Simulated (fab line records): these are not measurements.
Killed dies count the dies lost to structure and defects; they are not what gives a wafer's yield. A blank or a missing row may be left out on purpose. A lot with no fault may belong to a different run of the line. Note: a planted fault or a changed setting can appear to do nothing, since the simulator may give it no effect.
fab line records    flow n5-finfet    part 2 of 2: steps 25 to 32 of 32
record: lots: 5  wafers: 15  last-day: 17
route steps=1938 shown BEOL_M8@1395 BEOL_M9@1401
lots that met no fault: taken from a fault-free run of the same line
start-h: start of the lot's first displayed wafer, in hours after the record's first day    wait-h: hours elapsed since this lot's preceding step    " unchanged from the row above    L1.1+2: one row covering several wafers at once    - value missing, or start not given    * or withheld: withheld    < > ~ a bound
route shown NAME@n: a module of which the file shows steps, and the number in the route of the first    usual: average and standard deviation across the fault-free wafers    same: alike in all rows    chamber/n: place in a boat    sites: the reading at each site    _std_site: standard deviation across them    _edge_site: the outer-site mean with the inner-site mean subtracted    radius-mm: for every site, how far away it sits from the centre of the wafer    mask NAME#n: copy n    behind: tool/chamber where the wafer was last shaped    hold: the reason the lot was held/the length of the hold in hours/how it ended    device: the transistor (n, p or np) that didn't switch    end of line: the tests these same wafers got at the end of their route    a step given without rows: its recipe and nothing more    killed: dies lost to structure and defects at the first sort, not the wafer's yield    map: shows each die of a wafer: x if killed, . if not, _ if none is there
set.NAME: the setting the step ran with; set.NAME@STEP: the setting that earlier step ran with    model.NAME: the simulator's own value behind a step, which no gauge read
a table for each step, a row for each wafer; lots at some steps of the route
services: a tool's chamber out of use, with start hour (start-h, from the record's first day; less than 0 if before it), hours out, and reason
== steps ==
step: N5_BEOL_M9_ETCH_62
recipe: chemistry: N2/H2  target: SOC  target-depth-a: 1100  overetch-a: 220  mask-material: SiARC  temp-c: 40  time-s: 165  ion-energy-ev: 200  pressure-mtorr: 30  source-w: 840  bias-w: 150  n2-flow-sccm: 200  h2-flow-sccm: 200
usual: drypump-motor-current-A: 5.9/0.39  oes-product-au: 0.64/0.065  rf-vpp-V: 523.3/2.2  showerhead-plenum-p-Torr: 2.52/0.076  throttle-valve-pct: 17.85/0.29
lot.wafer  tool         chamber  start-h  wait-h  drypump-motor-current-A  oes-product-au  rf-hours-counter-h  rf-vpp-V  showerhead-plenum-p-Torr  throttle-valve-pct
L076.2     rie-diel-04  0        213.74   0.0     5.2                      0.60            204                 520.6     2.42                      17.93
L076.3     "            2        "        "       6.2                      0.61            170                 523.9     2.53                      17.98
L076.5     "            0        "        "       5.2                      0.61            -                   519.9     2.42                      17.92
L083.4     rie-diel-05  0        264.05   0.0     6.1                      0.68            91                  524.8     2.56                      17.95
L083.5     "            3        "        "       6.1                      0.65            -                   520.7     2.43                      17.57
L083.6     "            2        "        "       5.3                      0.61            -                   526.0     2.64                      17.82
L088.3     rie-diel-05  0        290.02   0.0     6.1                      0.67            104                 523.9     2.55                      17.97
L088.5     "            0        "        "       6.1                      0.67            -                   524.6     2.55                      17.98
L088.6     "            2        "        "       5.3                      0.59            -                   525.3     2.63                      17.84
L090.1     rie-diel-04  3        305.79   0.0     5.3                      0.77            22                  523.6     2.49                      17.13
L090.5     "            3        "        "       5.3                      0.77            -                   522.2     2.48                      17.15
L090.6     "            2        "        "       6.2                      0.61            -                   522.7     2.52                      18.03
L095.2     rie-diel-02  2        338.64   0.0     6.2                      0.59            223                 525.7     2.61                      18.04
L095.3     "            0        "        "       5.8                      0.59            254                 522.3     2.49                      18.09
L095.6     "            1        "        "       6.0                      0.62            -                   520.9     2.43                      18.29
step: N5_BEOL_M9_STRIP_68
recipe: chemistry: N2/H2  temp-c: 40  n2-flow-sccm: 200  h2-flow-sccm: 200  rf-frequency-hz: 6e+07
lot.wafer   tool         chamber  start-h  wait-h
L076.2+3+5  rie-diel-04  0,2,0    213.88   0.1
L083.4+5+6  rie-diel-05  0,3,2    264.18   0.1
L088.3+5+6  rie-diel-05  0,0,2    290.16   0.1
L090.1+5+6  rie-diel-04  3,3,2    305.93   0.1
L095.2+3+6  rie-diel-02  2,0,1    338.78   0.1
step: N5_BEOL_M9_STRIP_67
recipe: chemistry: CF4  resist: SiARC  power-w: 300  bias-power-w: 75  pressure-mtorr: 50  cf4-flow-sccm: 150  rf-frequency-hz: 6e+07
usual: cf4-flow-sccm: 150.0/0.52  drypump-motor-current-A: 5.9/0.39  oes-product-au: 0.76/0.077  rf-vpp-V: 271.0/1.4  showerhead-plenum-p-Torr: 1.79/0.05  throttle-valve-pct: 13.68/0.27
lot.wafer  tool         chamber  start-h  wait-h  cf4-flow-sccm  drypump-motor-current-A  oes-product-au  rf-hours-counter-h  rf-vpp-V  showerhead-plenum-p-Torr  throttle-valve-pct
L076.2     rie-diel-04  0        213.89   0.0     151.0          5.2                      0.71            204                 270.1     1.72                      13.80
L076.3     "            2        "        "       150.3          6.2                      0.72            170                 272.1     1.78                      13.80
L076.5     "            0        "        "       150.7          5.2                      0.71            -                   268.9     1.71                      13.78
L083.4     rie-diel-05  0        264.19   0.0     150.3          6.0                      0.80            91                  271.9     1.83                      13.79
L083.5     "            3        "        "       149.9          6.1                      0.76            -                   269.1     1.75                      13.68
L083.6     "            2        "        "       150.4          5.3                      0.71            -                   271.1     1.84                      13.58
L088.3     rie-diel-05  0        290.17   0.0     150.1          6.1                      0.79            104                 271.3     1.83                      13.83
L088.5     "            0        "        "       150.1          6.1                      0.79            -                   271.8     1.83                      13.82
L088.6     "            2        "        "       150.5          5.3                      0.70            -                   272.0     1.84                      13.62
L090.1     rie-diel-04  3        305.94   0.0     150.4          5.2                      0.92            22                  270.0     1.75                      12.94
L090.5     "            3        "        "       149.8          5.3                      0.92            -                   269.8     1.75                      12.94
L090.6     "            2        "        "       149.7          6.2                      0.71            -                   272.0     1.77                      13.88
L095.2     rie-diel-02  2        338.79   0.0     150.9          6.3                      0.69            223                 273.3     1.85                      13.88
L095.3     "            0        "        "       149.2          5.8                      0.71            254                 272.3     1.75                      13.91
L095.6     "            1        "        "       150.5          6.0                      0.73            -                   269.8     1.72                      13.94
step: N5_BEOL_M9_HM_OPEN_17
recipe: chemistry: Cl2/BCl3  target-depth-a: 200  overetch-a: 60  target: TiN  mask-material: SOC  ion-energy-ev: 150  pressure-mtorr: 10  icp-w: 1000  bias-w: 126  Cl2_flow_sccm: 53.25  bcl3-flow-sccm: 21.75  Ar_flow_sccm: 25
usual: drypump-motor-current-A: 5.8/0.63  mfc-cl2-sccm: 53.24/0.15  oes-product-au: 0.63/0.097  throttle-valve-pct: 22.23/0.22
lot.wafer  tool          chamber  start-h  wait-h  drypump-motor-current-A  mfc-cl2-sccm  oes-product-au  rf-hours-counter-h  throttle-valve-pct
L076.2     rie-metal-03  0        213.93   0.0     6.7                      53.17         0.59            84                  22.28
L076.3     "             1        "        "       4.8                      53.26         0.53            -                   22.39
L076.5     "             1        "        "       4.8                      53.30         0.52            -                   22.40
L083.4     rie-metal-02  0        264.26   0.1     5.9                      53.23         0.55            -                   22.39
L083.5     "             1        "        "       6.3                      53.14         0.56            -                   22.65
L083.6     "             0        "        "       5.9                      53.14         0.55            -                   22.39
L088.3     rie-metal-01  1        290.24   0.1     5.5                      53.00         0.65            -                   22.06
L088.5     "             0        "        "       5.9                      53.44         0.80            -                   21.90
L088.6     "             1        "        "       5.5                      53.18         0.66            -                   22.04
L090.1     rie-metal-01  1        305.98   0.0     5.5                      53.07         0.66            50                  22.05
L090.5     "             1        "        "       5.5                      53.24         0.64            -                   22.07
L090.6     "             0        "        "       5.9                      53.15         0.78            -                   21.91
L095.2     rie-metal-01  0        338.83   0.0     5.9                      53.07         0.75            11                  21.93
L095.3     "             1        "        "       5.5                      53.20         0.64            -                   22.08
L095.6     "             0        "        "       5.9                      52.96         0.76            -                   21.93
step: N5_BEOL_M9_STRIP_19
recipe: chemistry: O2  power-w: 400  temp-c: 40  pressure-mtorr: 30  rf-frequency-hz: 6e+07  bias-power-w: 0  overash-fraction: 0.2  o2-flow-sccm: 225
usual: drypump-motor-current-A: 5.9/0.35  oes-product-au: 0.74/0.062  rf-vpp-V: 3.7/0.57  showerhead-plenum-p-Torr: 2.09/0.062  throttle-valve-pct: 16.82/0.23
lot.wafer  tool         chamber  start-h  wait-h  drypump-motor-current-A  oes-product-au  rf-hours-counter-h  rf-vpp-V  showerhead-plenum-p-Torr  throttle-valve-pct
L076.2     rie-diel-02  2        214.04   0.1     6.3                      0.72            180                 4.4       2.18                      16.87
L076.3     "            0        "        "       5.7                      0.74            217                 3.1       2.08                      16.94
L076.5     "            0        "        "       5.8                      0.74            -                   3.5       2.08                      16.93
L083.4     rie-diel-02  3        264.49   0.2     5.8                      0.70            248                 3.0       2.06                      16.55
L083.5     "            2        "        "       6.3                      0.71            -                   3.1       2.18                      16.89
L083.6     "            3        "        "       5.8                      0.70            -                   4.3       2.06                      16.56
L088.3     rie-diel-02  1        290.40   0.1     6.0                      0.75            -                   3.7       2.02                      17.06
L088.5     "            2        "        "       6.3                      0.69            -                   4.4       2.17                      16.92
L088.6     "            1        "        "       6.0                      0.74            -                   3.3       2.02                      17.07
L090.1     rie-diel-04  1        306.09   0.1     5.2                      0.84            69                  3.9       2.13                      16.67
L090.5     "            1        "        "       5.2                      0.84            -                   3.2       2.13                      16.68
L090.6     "            2        "        "       6.2                      0.72            -                   4.4       2.08                      16.99
L095.2     rie-diel-02  1        338.94   0.1     6.0                      0.73            167                 3.8       2.01                      17.12
L095.3     "            2        "        "       6.3                      0.69            223                 3.0       2.16                      16.94
L095.6     "            0        "        "       5.8                      0.70            -                   3.8       2.06                      16.99
step: N5_BEOL_M9_CD_MEAS_18
recipe: pitch-nm: 140  target-cd-nm: 70
usual: cd-nm: 69.9/0.62
lot.wafer  tool       chamber  start-h  wait-h  cd-nm
L076.2     cd-sem-01  -        214.11   0.1     69.7
L076.3     "          -        "        "       70.5
L076.5     "          -        "        "       70.3
L083.4     cd-sem-03  -        264.57   0.1     70.5
L083.5     "          -        "        "       70.7
L083.6     "          -        "        "       70.0
L088.3     cd-sem-02  -        290.47   0.1     68.5
L088.5     "          -        "        "       69.5
L088.6     "          -        "        "       69.0
L090.1     cd-sem-03  -        306.16   0.0     69.2
L090.5     "          -        "        "       70.1
L090.6     "          -        "        "       69.5
L095.2     cd-sem-03  -        339.01   0.1     70.3
L095.3     "          -        "        "       70.3
L095.6     "          -        "        "       69.2
step: N5_BEOL_M9_COAT_63
recipe: resist: SOC  temp-c: 250  time-s: 60  spin-rpm: 1500  resist-thk-nm: 60
lot.wafer   tool            chamber  start-h  wait-h
L076.2+3+5  litho-track-03  0        214.85   0.7
L083.4+5+6  litho-track-03  0        264.67   0.1
L088.3+5+6  litho-track-03  0        290.51   0.0
L090.1+5+6  litho-track-03  0        308.03   1.9
L095.2+3+6  litho-track-03  0        339.05   0.0
step: N5_BEOL_M9_COAT_64
recipe: resist: SiARC  temp-c: 220  time-s: 60  spin-rpm: 1500  resist-thk-nm: 12
lot.wafer   tool            chamber  start-h  wait-h
L076.2+3+5  litho-track-03  0        -        -
L083.4+5+6  litho-track-03  0        -        -
L088.3+5+6  litho-track-03  0        -        -
L090.1+5+6  litho-track-03  0        -        -
L095.2+3+6  litho-track-03  0        -        -
== services ==
tool             chamber  start-h  hours  kind
rie-diel-02      -        189.99   2.8    pm
arfi-scanner-01  -        212.98   1.0    pm
arfi-scanner-01  -        213.98   0.8    pm
uv-cure-02       -        221.70   1.0    pm
rie-diel-04      1        229.69   7.4    repair
pecvd-03         2        237.15   4.5    repair
cmp-04           -        239.30   0.7    repair
uv-cure-02       -        248.79   5.7    repair
uv-cure-02       -        259.17   1.2    repair
cmp-03           -        260.77   3.3    pm
cmp-04           -        262.37   5.8    repair
rie-diel-05      3        265.18   6.2    repair
uv-cure-03       -        266.49   0.5    repair
arfi-scanner-02  -        267.62   1.3    pm
pecvd-01         0        271.13   58.4   repair
rie-diel-04      -        273.42   14.6   pm
pvd-sputter-03   -        278.15   5.5    repair
rie-diel-02      0        279.54   8.0    repair
rie-diel-02      0        289.38   4.3    repair
rie-diel-02      0        316.61   4.1    repair
rie-diel-02      2        319.89   2.5    repair
rie-diel-02      3        323.57   29.4   repair
rie-diel-02      1        326.74   3.5    repair
pecvd-04         -        330.61   0.5    repair
